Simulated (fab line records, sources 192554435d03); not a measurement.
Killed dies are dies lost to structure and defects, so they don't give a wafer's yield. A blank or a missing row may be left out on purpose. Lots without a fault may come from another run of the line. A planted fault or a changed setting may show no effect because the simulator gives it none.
A struck lot beside a sound one | flow n5_finfet | 36 steps out of a route of 1938
Sound: wafers L123.1, L123.3, L123.5. Struck: wafers L140.1, L140.6. (L140.4 of the same lot was not struck and is left out.) The cause comes at the end.
At each step with rows: each side's tool, then ch and its chambers, then its first start. Under that, the readings that differ: sound wafers | struck wafers | difference of the means | sigmas: that difference in standard deviations of wafers without a fault.
alike: readings whose means differ by less than 2 such deviations, and words and numbers that are the same on both sides. not compared: withheld readings, readings that some wafer has no value for, bounds like >300 that may hide the same value, and numbers for which the record gives no deviation and whose values overlap.
The two part at a step that has a row with sigmas, a row that says differs or no value, or rows on one side only. Numbers that don't overlap but have no deviation are shown without sigmas and don't part them. A reading that every wafer of one side lacks parts them only if that side has two wafers or more.

first, 8 steps without rows for these wafers: N5_MOL_CONTACT_COAG_PRE_CLEAN_121; N5_MOL_CONTACT_COAG_CVD_140 (deposits W, target thk 66.5 nm, time 215 s); N5_MOL_CONTACT_COAG_PRECLEAN_127 (cleans in DIW, time 57.5 s); N5_MOL_CONTACT_COAG_SRD_128 (dry time 32 s); N5_MOL_CONTACT_COAG_CMP_52 (polishes, stops on SiO2, t overpolish 1.5 s, target thk 66.5 nm); N5_MOL_CONTACT_COAG_ANNEAL_112 (time 1800 s); N5_BEOL_M0_SAQP_PECVD_00 (deposits SiCN from 3MS/NH3, target thk 8 nm, time 14 s); N5_BEOL_M0_SAQP_ILD_DEP_01 (deposits SiOC from DEMS/O2, target thk 45.419 nm, time 8.7 s).
N5_BEOL_M0_SAQP_HM_DEP_02: deposits TiN, target thk 12 nm.
  sound on pvd_sputter-03, day 6 14:14; struck on pvd_sputter-03, day 10 17:45
  reading                                         | sound        | struck    | difference | sigmas
  model.TiN_of_BEOL_M0_SAQP_HM_DEP_02.thk_nm (nm) | 12 12.2 12.2 | 18.4 18.2 | +6.2       |
  alike: throttle_valve_pct
then, 25 steps without rows for these wafers: N5_BEOL_M0_SAQP_PECVD_03 (deposits SiCN from 3MS/NH3, target thk 12 nm, time 21.1 s); N5_BEOL_M0_SAQP_PECVD_96 (deposits a-Si from SiH4/He, target thk 45 nm, time 45.2 s); N5_BEOL_M0_SAQP_PECVD_97 (deposits SiNx from SiH4/NH3/N2, target thk 23 nm, time 19.9 s); N5_BEOL_M0_SAQP_PECVD_04 (deposits a-Si from SiH4/He, target thk 60 nm, time 60.2 s); N5_BEOL_M0_SAQP_HM_DEP_111 (deposits SiO2 from SiH4/N2O, target thk 12 nm, time 7.2 s); N5_BEOL_M0_SAQP_COAT_81 (time 60 s, resist thk 100 nm); N5_BEOL_M0_SAQP_COAT_82 (time 60 s, resist thk 30 nm); N5_BEOL_M0_SAQP_COAT_08 (resist thk 90 nm); N5_BEOL_M0_SAQP_EBR_10; N5_BEOL_M0_SAQP_SOFTBAKE_09 (time 60 s); N5_BEOL_M0_SAQP_EXPOSE_11 (exposes mask M0 CORE, target cd 42 nm); N5_BEOL_M0_SAQP_PEB_12 (peb time 60 s); N5_BEOL_M0_SAQP_DEVELOP_13 (develop time 30 s); N5_BEOL_M0_SAQP_DESCUM_19 (chemistry O2, time 7.9 s); N5_BEOL_M0_SAQP_ETCH_83 (etches SiARC in CF4, target depth 39 nm, time 65 s); N5_BEOL_M0_SAQP_ETCH_84 (etches SOC in N2/H2, target depth 100 nm, overetch 20 nm, time 150 s); N5_BEOL_M0_SAQP_STRIP_80 (strips in N2/H2); N5_BEOL_M0_SAQP_HM_OPEN_112 (chemistry CHF3/O2, target SiO2, stops on a-Si, target depth 12 nm, time 13.5 s); N5_BEOL_M0_SAQP_STRIP_113 (strips in CHF3/O2); N5_BEOL_M0_SAQP_MANDREL_ETCH_20 (etches a-Si in HBr/Cl2, stops on SiNx, target depth 60 nm, bt time 10 s, time 30 s); N5_BEOL_M0_SAQP_STRIP_86 (strips in N2/H2); N5_BEOL_M0_SAQP_STRIP_115 (strips in post etch residue remover, time 60 s); N5_BEOL_M0_SAQP_SRD_93 (time 30 s); N5_BEOL_M0_SAQP_RECESS_114 (chemistry HF/NH3, target SiO2, target depth 14.4 nm, afs cycles 3, sublimation time 60 s); N5_BEOL_M0_SAQP_SPACER1_ALD_98 (deposits SiO2, target thk 12.8 nm, pulse time 1 s, purge time 2 s).
N5_BEOL_M4_RC_MEAS_101:
  the record has rows for the sound wafers here (prober-01 ch 0, day 8 17:24) and none for the struck ones
-- the record jumps here: 7 days lie between the struck wafers' starts before and after (it left off in module BEOL_M4 and takes up again in module PASSIVATION, whose first step shown is number 1936 of the route) --
N5_PASSIVATION_PROBE_49:
  sound on prober-01, day 12 19:46; struck on prober-02, day 17 06:03
  reading                  | sound          | struck    | difference | sigmas
  defect_limited_yield (%) | 91.2 90.9 90.7 | 0 0       | -91        | -65
  killed_at_M0_to_M3       | 44 38 43       | 1134 1102 | +1076      | +99 or more
  killed_dies              | 104 107 110    | 1180 1180 | +1073      | +67
  killed_on_rim            | 10 14 17       | 152 152   | +138       | +35
  sort_bin_5_function (%)  | 5.8 5.6 5.3    | 98.0 96.9 | +91.9      | +99 or more
  sort_n_pass              | 1076 1073 1070 | 0 0       | -1073      | -67
  sort_yield_pct (%)       | 91.2 90.9 90.7 | 0 0       | -91        | -65
  alike: killed_at_M4_up, killed_at_contacts, killed_at_front_end, killed_at_other, killed_open, killed_short, sort_bin_6_memory, sort_bin_8_speed

WHERE THEY PART
First at N5_BEOL_M4_RC_MEAS_101; last, within this record, at N5_PASSIVATION_PROBE_49.

WHY: what the simulator had put in
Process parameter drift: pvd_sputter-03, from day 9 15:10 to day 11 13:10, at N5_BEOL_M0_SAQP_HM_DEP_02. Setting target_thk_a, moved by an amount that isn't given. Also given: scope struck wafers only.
